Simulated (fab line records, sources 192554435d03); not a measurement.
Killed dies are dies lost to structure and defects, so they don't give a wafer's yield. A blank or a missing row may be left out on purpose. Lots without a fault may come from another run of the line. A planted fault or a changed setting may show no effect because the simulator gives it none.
Chamber matching | flow n5_finfet | N5_DUMMY_GATE_HM_OPEN_21 on rie_diel-01: 4 sister chambers
The step chemistry CH3F/O2, target SiNx, target depth 120 nm, time 171.4 s. 22 wafers are shown with their chamber, then 11 later ones without.

WAFERS WITH THEIR CHAMBER
wafer  | chamber | showerhead_plenum_p_Torr (Torr) | rf_vpp_V (V) | drypump_motor_current_A (A)
L074.1 | 2       | 1.97                            | 315          | 5.5
L074.5 | 1       | 1.97                            | 302          | 5.1
L074.6 | 0       | 1.89                            | 307          | 5.4
L075.2 | 0       | 1.89                            | 307          | 5.3
L075.5 | 1       | 1.97                            | 301          | 5.1
L075.6 | 0       | 1.89                            | 305          | 5.4
L078.4 | 1       | 1.97                            | 301          | 5.1
L078.5 | 0       | 1.89                            | 306          | 5.4
L078.6 | 1       | 1.97                            | 302          | 5.1
L083.3 | 3       | 2.09                            | 293          | 5.6
L083.4 | 0       | 1.88                            | 306          | 5.4
L083.5 | 1       | 1.96                            | 301          | 5.1
L085.1 | 3       | 2.09                            | 293          | 5.6
L085.4 | 3       | 2.09                            | 293          | 5.6
L085.6 | 1       | 1.96                            | 300          | 5.1
L088.1 | 1       | 1.96                            | 303          | 5.1
L088.3 | 0       | 1.88                            | 306          | 5.3
L088.5 | 0       | 1.88                            | 308          | 5.4
L089.2 | 0       | 1.88                            | 306          | 5.3
L089.3 | 1       | 1.96                            | 303          | 5.1
L089.6 | 0       | 1.88                            | 306          | 5.3
L091.2 | 2       | 1.96                            | 316          | 5.4

SIGNATURES (means of the wafers above)
reading                  | chamber 0 | chamber 1 | chamber 2 | chamber 3 | scatter within a chamber
showerhead_plenum_p_Torr | 1.8844    | 1.9650    | 1.9650    | 2.0900    | 0.00512
rf_vpp_V                 | 306.33    | 301.62    | 315.50    | 293.00    | 0.894
drypump_motor_current_A  | 5.356     | 5.100     | 5.450     | 5.600     | 0.0389
Rule: a wafer's distance from a chamber is the root of the sum, over the readings, of the square of ((its reading less the chamber's mean) divided by the reading's scatter). The wafer belongs to the nearest chamber; if the next one is less than 2 further off, it can't be placed. The scatter: the root of (the sum of the squares of (reading less its chamber's mean) over the shown wafers, divided by (wafers less chambers)).

WAFERS WITHOUT THEIR CHAMBER
wafer  | showerhead_plenum_p_Torr (Torr) | rf_vpp_V (V) | drypump_motor_current_A (A)
L091.3 | 1.88                            | 306          | 5.4
L091.4 | 1.96                            | 315          | 5.5
L092.2 | 1.96                            | 314          | 5.5
L092.4 | 1.96                            | 300          | 5.1
L092.6 | 2.09                            | 292          | 5.6
L094.2 | 1.96                            | 302          | 5.1
L094.3 | 2.08                            | 294          | 5.6
L094.5 | 1.96                            | 302          | 5.1
L095.1 | 1.95                            | 299          | 5.1
L095.2 | 1.96                            | 314          | 5.5
L095.4 | 2.08                            | 294          | 5.6

WHICH CHAMBER EACH WENT THROUGH
wafer  | from the rows above | in truth
L091.3 | 0                   | 0
L091.4 | 2                   | 2
L092.2 | 2                   | 2
L092.4 | 1                   | 1
L092.6 | 3                   | 3
L094.2 | 1                   | 1
L094.3 | 3                   | 3
L094.5 | 1                   | 1
L095.1 | 1                   | 1
L095.2 | 2                   | 2
L095.4 | 3                   | 3
Placed correctly: 11 of 11. Can't be placed from these rows: 0. Placed wrongly: 0.
